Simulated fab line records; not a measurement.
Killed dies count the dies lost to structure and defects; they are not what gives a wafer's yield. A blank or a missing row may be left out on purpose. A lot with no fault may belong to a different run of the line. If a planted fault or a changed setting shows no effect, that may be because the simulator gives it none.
Code-filled problem report in 8D (eight disciplines) form || flow n5-finfet || the parts of the form that need people (team, actions taken, sign-off) are left out

1. THE ISSUE
etch-rf-on-time-s at N5_GATE_CUT_ETCH_36 reads a mean of 15.8 s on 1 wafer of 1 lot; wafers without a fault read 21.9 s with a standard deviation of 0.43. Relative to the usual mean, that is a shift of -14 standard deviations.
The step: etches SiARC in CF4, target depth 13 nm, time 21.7 s.
First observed at day 6 13:24: wafer L972.6, on rie-diel-02. Wafers with a number at this step in the record: 27, from 9 lots. The rule behind "out" and "out of limits": a value lying over 4 standard deviations away from the usual mean. The rest of the wafers with a number are treated as sound.

2. WHAT IT IS, AND WHAT IT ISN'T
{"question": "which readings at this step", "is": "etch-rf-on-time-s", "is not": "drypump-motor-current-A, mfc-ar-sccm, oes-product-au, rf-vpp-V, showerhead-plenum-p-Torr, throttle-valve-pct"}
{"question": "which lots", "is": "L972", "is not": "L964, L966, L968, L969, L970, L982, L985, L987"}
{"question": "which wafers of those lots", "is": "L972.6", "is not": "L972.4, L972.5"}
{"question": "read on which tools", "is": "rie-diel-02", "is not": "rie-diel-03, rie-diel-04"}
{"question": "when", "is": "from day 6 13:24", "is not": "up to then (17 sound wafers); but 9 sound wafers of L982, L985, L987 came after"}

3. SUSPECTS, AND WHAT RULES EACH OUT
Counting: a tool at a process step up to the reading stays a suspect if it ran every lot that is out. Sound lots after the first of them don't rule it out here, since some wafers of a struck lot are sound.
- rie-metal-01 at N5_GATE_CUT_ETCHBACK_00 (etches W in SF6/Cl2): kept. It ran the lot that is out, L972 (day 6 09:41); its last sound lot up to then is L970 (day 5 20:36).
- rie-diel-02 at N5_GATE_CUT_ETCH_36 (etches SiARC in CF4, target depth 13 nm, time 21.7 s): kept. It ran the lot that is out, L972 (day 6 13:24); its last sound lot up to then is L970 (day 6 00:43). On those wafers its own readings are out: etch-rf-on-time-s.
- Within rie-diel-02 at N5_GATE_CUT_ETCH_36: the wafers that are out ran in chamber 3; their sound lot-mates ran in chamber 2.
After counting, rie-metal-01 at N5_GATE_CUT_ETCHBACK_00 and rie-diel-02 at N5_GATE_CUT_ETCH_36 remain.

4. THE CAUSE (what the simulator had put in)
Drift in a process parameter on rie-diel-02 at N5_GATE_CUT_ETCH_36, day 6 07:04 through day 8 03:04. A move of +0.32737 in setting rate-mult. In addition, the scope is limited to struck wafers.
Counting leaves 2 suspects; this tool is one of them.

5. THE CHAIN OF EFFECTS, in route order
Each row: a reading where the mean over the struck wafers with a number is more than 3 standard deviations away from the usual. Only readings whose record carries a usual standard deviation are examined. hours: median over the lots of the time between each lot's start at the first step of this table that gives one and its start at this step. sigmas: the change, counted in usual standard deviations.
{"hours": 0, "step": "N5_GATE_CUT_ETCH_36", "reading": "etch-rf-on-time-s", "usual": "21.9 s", "on struck wafers": 15.8, "change": -6.1, "sigmas": -14}
{"hours": 88, "step": "N5_BEOL_M4_RC_MEAS_101", "reading": "DIBL_P", "usual": "36.3 mV/V", "on struck wafers": 43.6, "change": "+7.3", "sigmas": "+3.0"}
The process steps in it:
- N5_GATE_CUT_ETCH_36: etches SiARC in CF4, target depth 13 nm, time 21.7 s.

6. HOW IT WOULD HAVE BEEN CAUGHT EARLIER
6 hours passed between the start of the fault at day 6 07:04 and the first reading out of limits in this record, taken at day 6 13:24.
